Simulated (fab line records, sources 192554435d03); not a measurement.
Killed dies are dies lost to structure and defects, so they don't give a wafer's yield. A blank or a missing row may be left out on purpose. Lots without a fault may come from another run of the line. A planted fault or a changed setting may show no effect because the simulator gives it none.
Chamber matching | flow n5_finfet | N5_BEOL_M1_PRE_CLEAN_60 on cvd_co-01: 3 sister chambers
The step time 15 s. 3 wafers are shown with their chamber, then 12 later ones without.

WAFERS WITH THEIR CHAMBER
wafer  | chamber | heater_power_w (W)
L089.2 | 1       | 116
L092.4 | 0       | 92
L092.6 | 2       | 92

WAFERS WITHOUT THEIR CHAMBER
wafer  | heater_power_w (W)
L091.3 | 95
L091.5 | 92
L091.6 | 113
L093.1 | 93
L093.2 | 113
L093.4 | 113
L095.2 | 117
L095.3 | 97
L095.4 | 116
L096.2 | 92
L096.3 | 116
L096.4 | 94

WHICH CHAMBER EACH WENT THROUGH
wafer  | from the rows above     | in truth
L091.3 | can't be placed: 0 or 2 | 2
L091.5 | can't be placed: 0 or 2 | 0
L091.6 | 1                       | 1
L093.1 | can't be placed: 0 or 2 | 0
L093.2 | 1                       | 1
L093.4 | 1                       | 1
L095.2 | 1                       | 1
L095.3 | can't be placed: 0 or 2 | 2
L095.4 | 1                       | 1
L096.2 | can't be placed: 0 or 2 | 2
L096.3 | 1                       | 1
L096.4 | can't be placed: 0 or 2 | 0
Placed correctly: 6 of 12. Can't be placed from these rows: 6 (the true chamber is among the candidates in 6). Placed wrongly: 0.
How it was worked out, from the rows above alone: a wafer's distance from a chamber is the root of the sum, over the readings, of the square of ((its reading less the chamber's mean) divided by the reading's scatter). The wafer belongs to the nearest chamber; if the next one is less than 2 further off, it can't be placed. A chamber's mean is the mean of its shown wafers. The scatter: with one shown wafer a chamber, the root of the mean of the squares of how far each hidden wafer lies from its nearest shown one.
